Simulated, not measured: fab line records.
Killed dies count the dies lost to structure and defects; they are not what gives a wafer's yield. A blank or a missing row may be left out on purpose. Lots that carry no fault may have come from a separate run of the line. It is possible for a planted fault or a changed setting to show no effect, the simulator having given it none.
Matching of chambers + flow nand_harc + NHARC_P_M0_ETCH_34 on rie_diel-09 has 4 sister chambers
The step etches the open film in N2/H2, target depth 40 nm, overetch 12 nm, time 43.94 s. 4 wafers are shown with their chamber, then 12 later ones without.

## EACH WAFER AND ITS CHAMBER
| wafer  | chamber | drypump_motor_current_A (A) |
|--------|---------|-----------------------------|
| L085.6 | 3       | 6.0                         |
| L084.2 | 1       | 6.7                         |
| L086.1 | 0       | 5.9                         |
| L086.6 | 2       | 6.3                         |

## WAFERS WITH NO CHAMBER GIVEN
| wafer  | drypump_motor_current_A (A) |
|--------|-----------------------------|
| L089.1 | 6.8                         |
| L089.2 | 5.9                         |
| L089.5 | 6.3                         |
| L090.2 | 6.0                         |
| L090.3 | 5.9                         |
| L090.4 | 6.3                         |
| L091.1 | 6.8                         |
| L091.2 | 5.9                         |
| L091.6 | 6.3                         |
| L095.2 | 5.9                         |
| L095.4 | 5.9                         |
| L095.5 | 5.9                         |

## CHAMBER TAKEN BY EACH
| wafer  | from the rows above | in truth                   |
|--------|---------------------|----------------------------|
| L089.1 | 1                   | 1                          |
| L089.2 | 0                   | 0                          |
| L089.5 | 2                   | 2                          |
| L090.2 | 3                   | 3                          |
| L090.3 | 0                   | 0                          |
| L090.4 | 2                   | 2                          |
| L091.1 | 1                   | 1                          |
| L091.2 | 0                   | 0                          |
| L091.6 | 2                   | 2                          |
| L095.2 | 0                   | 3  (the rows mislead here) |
| L095.4 | 0                   | 0                          |
| L095.5 | 0                   | 0                          |
Placed correctly: 11 of 12. Number that these rows cannot place: 0. Wrongly placed: 1.
How it was worked out, from the rows above alone: a wafer's distance from a chamber is the root of the sum, over the readings, of the square of ((its reading less the chamber's mean) divided by the reading's scatter). The wafer belongs to the nearest chamber; if the next one is less than 2 further off, it can't be placed. For every chamber, the mean is computed from those of its wafers that are shown. The scatter (one wafer shown for each chamber): square how far every hidden wafer sits from the nearest shown wafer, average those squares and take the square root.
